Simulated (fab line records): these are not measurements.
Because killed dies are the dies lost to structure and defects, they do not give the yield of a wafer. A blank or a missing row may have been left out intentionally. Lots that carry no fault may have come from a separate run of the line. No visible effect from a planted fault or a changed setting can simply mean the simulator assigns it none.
Which tool is to blame? -- flow n5Finfet -- 31 wafers from 11 lots sampled at 5 of the route's 1938 steps

## WHAT EACH GAUGE READ, for each wafer
N5_BEOL_M1_INSPECT_59: inspects for defects (darkfield). Usual: rawDefectCount reads 73 (standard deviation 21).
lot,measured,on,rawDefectCount,flag
L716,day 6 10:37,defectInspect-02,81 63 97,
L717,day 6 18:25,defectInspect-02,67 58 70,
L718,day 7 05:46,defectInspect-02,103 67 58,
L722,day 8 06:49,defectInspect-01,80 86 130,
L725,day 8 15:01,defectInspect-01,76 86,
L731,day 10 08:29,defectInspect-01,54 83 70,
L734,day 11 06:57,defectInspect-01,50 60 65,
L736,day 11 16:20,defectInspect-01,75 85 73,
L737,day 11 19:31,defectInspect-02,42 87,
L738,day 12 01:19,defectInspect-01,85 105 123,
L739,day 12 09:14,defectInspect-02,62 37 75,

N5_BEOL_M4_RC_MEAS_101. Usual: DIBL_N 37.2 mV/V, standard deviation 2.3; DIBL_P 37.5 mV/V, standard deviation 2.9; IOFF_N 0.19 nA/um, standard deviation 0.053; IOFF_P 0.23 nA/um, standard deviation 0.059; ION_N 679 uA/um, standard deviation 16; ION_P 462 uA/um, standard deviation 10; SS_N 71.9 mV/dec, standard deviation 0.78; SS_P 73.7 mV/dec, standard deviation 0.88; VT_N 248 mV, standard deviation 4.6; VT_P -250 mV, standard deviation 4.5.
lot,measured,on,DIBL_N (mV/V),DIBL_P (mV/V),IOFF_N (nA/um),IOFF_P (nA/um),ION_N (uA/um),ION_P (uA/um),SS_N (mV/dec),SS_P (mV/dec),VT_N (mV),VT_P (mV),flag
L716,day 7 17:53,prober-02,39.2 38.9 34.8,40.8 39.4 33.5,0.22 0.22 0.13,0.29 0.26 0.17,677 699 669,465 474 454,72.4 71.9 71.2,74.5 74.0 72.8,245 244 252,-247 -247 -254,
L717,day 8 05:03,prober-02,39.2 38.4 38.4,39.1 37.6 37.0,0.22 0.19 0.20,0.27 0.23 0.23,693 680 683,471 463 461,71.5 71.6 71.5,73.8 74.2 72.9,245 244 247,-248 -247 -249,
L718,day 8 19:37,prober-01,37.6 37.8 34.6,40.1 38.3 34.0,0.21 0.19 0.14,0.30 0.24 0.18,692 677 670,479 461 460,71.3 71.9 71.8,75.0 74.0 73.0,247 250 252,-245 -246 -251,
L722,day 10 03:50,prober-01,35.9 37.1 35.4,37.3 38.0 35.9,0.16 0.19 0.15,0.22 0.23 0.20,676 689 676,468 472 462,71.7 71.9 71.4,73.5 73.2 73.1,249 247 247,-249 -249 -249,
L725,day 10 08:46,prober-02,36.1 40.3,32.9 39.3,0.13 0.20,0.15 0.23,652 679,448 458,71.3 72.4,72.6 74.8,255 251,-255 -252,
L731,day 11 18:23,prober-01,38.7 35.6 36.0,38.5 34.6 34.6,0.18 0.12 0.13,0.20 0.15 0.15,675 660 649,450 443 437,71.5 71.3 71.1,74.2 73.1 72.3,246 253 255,-254 -257 -257,
L734,day 12 14:58,prober-02,33.1 35.5 36.9,33.4 35.2 38.1,0.12 0.14 0.19,0.14 0.16 0.21,661 672 674,448 445 453,70.7 71.6 72.0,72.4 73.7 74.4,259 254 250,-257 -256 -250,
L736,day 13 09:39,prober-02,37.6 40.7 37.9,37.5 40.1 36.5,0.18 0.26 0.19,0.22 0.26 0.22,697 693 680,470 460 462,71.8 73.1 70.9,74.3 74.2 73.6,248 243 247,-249 -246 -251,
L737,day 12 20:19,prober-01,39.8 38.2,40.8 39.4,0.24 0.21,0.26 0.25,694 707,463 470,72.2 71.9,74.5 74.5,243 244,-248 -248,
L738,day 13 12:25,prober-01,35.2 37.5 36.4,33.9 35.4 34.4,0.15 0.18 0.15,0.21 0.23 0.21,666 681 671,458 467 460,71.1 72.5 71.1,72.1 73.7 72.7,247 248 250,-247 -245 -246,
L739,day 13 13:20,prober-02,37.1 39.9 38.7,37.6 41.4 39.2,0.20 0.27 0.23,0.27 0.34 0.29,686 697 688,470 477 467,71.1 71.9 72.2,74.1 74.1 73.7,247 242 246,-247 -244 -245,

## WHICH TOOL RAN EACH LOT (tool, then ch and the chambers of the sampled wafers, then the start)
lot,N5_BEOL_M1_ANNEAL_93,N5_BEOL_M2_HM_DEP_02,N5_BEOL_M2_COAT_61
L716,"pvdSputter-03, day 6 09:07","pvdSputter-01, day 6 11:48","lithoTrack-05 ch 0, day 6 11:56"
L717,"pvdSputter-01, day 6 16:59","pvdSputter-01, day 6 20:44","lithoTrack-05 ch 0, day 6 20:52"
L718,"pvdSputter-01, day 7 04:14","pvdSputter-03, day 7 07:22","lithoTrack-03 ch 0, day 7 07:30"
L722,"pvdSputter-02, day 8 05:13","pvdSputter-03, day 8 08:32","lithoTrack-05 ch 0, day 8 08:40"
L725,"pvdSputter-03, day 8 13:34","pvdSputter-01, day 8 18:42","lithoTrack-05 ch 0, day 8 18:50"
L731,"pvdSputter-02, day 10 07:02","pvdSputter-02, day 10 10:28","lithoTrack-04 ch 0, day 10 10:36"
L734,"pvdSputter-03, day 11 05:23","pvdSputter-02, day 11 07:45","lithoTrack-03 ch 0, day 11 07:53"
L736,"pvdSputter-01, day 11 14:55","pvdSputter-03, day 11 18:31","lithoTrack-03 ch 0, day 11 18:39"
L737,"pvdSputter-03, day 11 18:05","pvdSputter-02, day 11 20:15","lithoTrack-04 ch 0, day 11 20:22"
L738,"pvdSputter-01, day 11 23:34","pvdSputter-01, day 12 03:38","lithoTrack-03 ch 0, day 12 03:45"
L739,"pvdSputter-01, day 12 07:32","pvdSputter-01, day 12 13:04","lithoTrack-04 ch 0, day 12 13:11"
- N5_BEOL_M1_ANNEAL_93: time 240 s.
- N5_BEOL_M2_HM_DEP_02: deposits TiN, target thk 20 nm.
- N5_BEOL_M2_COAT_61: time 60 s, resist thk 60 nm.

## AS READ BY THE TOOLS THEMSELVES (means over the sampled wafers that have a number; for cases with no such wafer, the mark the record gives instead)
N5_BEOL_M1_ANNEAL_93. Usual: heaterPowerW reads 821 W (standard deviation 63).
lot,tool,heaterPowerW (W),flag
L716,pvdSputter-03,777,
L717,pvdSputter-01,843,
L718,pvdSputter-01,859,
L722,pvdSputter-02,808,
L725,pvdSputter-03,818,
L731,pvdSputter-02,827,
L734,pvdSputter-03,807,
L736,pvdSputter-01,907,
L737,pvdSputter-03,772,
L738,pvdSputter-01,873,
L739,pvdSputter-01,816,

N5_BEOL_M2_HM_DEP_02. Usual: throttleValvePct reads 30.4 % (standard deviation 1).
lot,tool,throttleValvePct (%),flag
L716,pvdSputter-01,29.7,
L717,pvdSputter-01,29.4,
L718,pvdSputter-03,30.3,
L722,pvdSputter-03,30.3,
L725,pvdSputter-01,31.4,
L731,pvdSputter-02,30.5,
L734,pvdSputter-02,30.2,
L736,pvdSputter-03,30.4,
L737,pvdSputter-02,30.6,
L738,pvdSputter-01,29.5,
L739,pvdSputter-01,29.6,

N5_BEOL_M2_COAT_61. Usual: dispensePressureKPa 49.8 kPa, standard deviation 1.5; heaterPowerTotalW 500.7 W, standard deviation 1.8; runLengthS 65.97 s, standard deviation 0.16.
lot,tool,dispensePressureKPa (kPa),heaterPowerTotalW (W),runLengthS (s),flag
L716,lithoTrack-05,49.9,500.6,66.02,
L717,lithoTrack-05,49.9,502.0,66.08,
L718,lithoTrack-03,51.2,501.4,65.89,
L722,lithoTrack-05,49.9,627.7,49.52,OFF
L725,lithoTrack-05,50.0,689.9,41.08,OFF
L731,lithoTrack-04,46.7,501.7,66.13,
L734,lithoTrack-03,51.2,500.7,65.79,
L736,lithoTrack-03,51.2,501.0,66.02,
L737,lithoTrack-04,46.7,501.5,66.12,
L738,lithoTrack-03,51.1,499.2,65.90,
L739,lithoTrack-04,46.7,500.4,66.17,

## THE ANSWER, worked out from the rows above alone
Rule: a lot counts as off when the mean over its wafers that have a number is more than 3 standard deviations away from the usual mean. Also off: a lot with no number at a reading for which 4 or more lots have one. All remaining lots with rows at the step are treated as sound. After the gauges, taken in route order, come the tools' own readings; for these a lot's mean is taken, as printed above. The first step at which some lot is off is used, and at that step the reading that is off furthest; a lot without a number counts as furthest.
Off: L722, L725, at N5_BEOL_M2_COAT_61 (runLengthS).
If a tool, at that step or one of the process steps before it, ran each lot that is off and ran no sound lot following the first of them, it fits. One fits: lithoTrack-05 at N5_BEOL_M2_COAT_61. Its last sound lot is L717 (day 6 20:52), its first lot that is off L722 (day 8 08:40): a fault that began between those two fits.
The tool's own readings at N5_BEOL_M2_COAT_61 bear it out: on the lots that are off they differ by more than 5 times the standard deviation of the sound lots' means. heaterPowerTotalW reads 658.8 W there against 500.9 W on the sound lots; runLengthS reads 45.30 s there against 66.01 s on the sound lots.

## WHAT HAD BEEN PUT IN BY THE SIMULATOR
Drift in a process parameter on lithoTrack-05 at N5_BEOL_M2_COAT_61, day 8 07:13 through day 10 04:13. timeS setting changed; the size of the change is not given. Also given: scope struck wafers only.
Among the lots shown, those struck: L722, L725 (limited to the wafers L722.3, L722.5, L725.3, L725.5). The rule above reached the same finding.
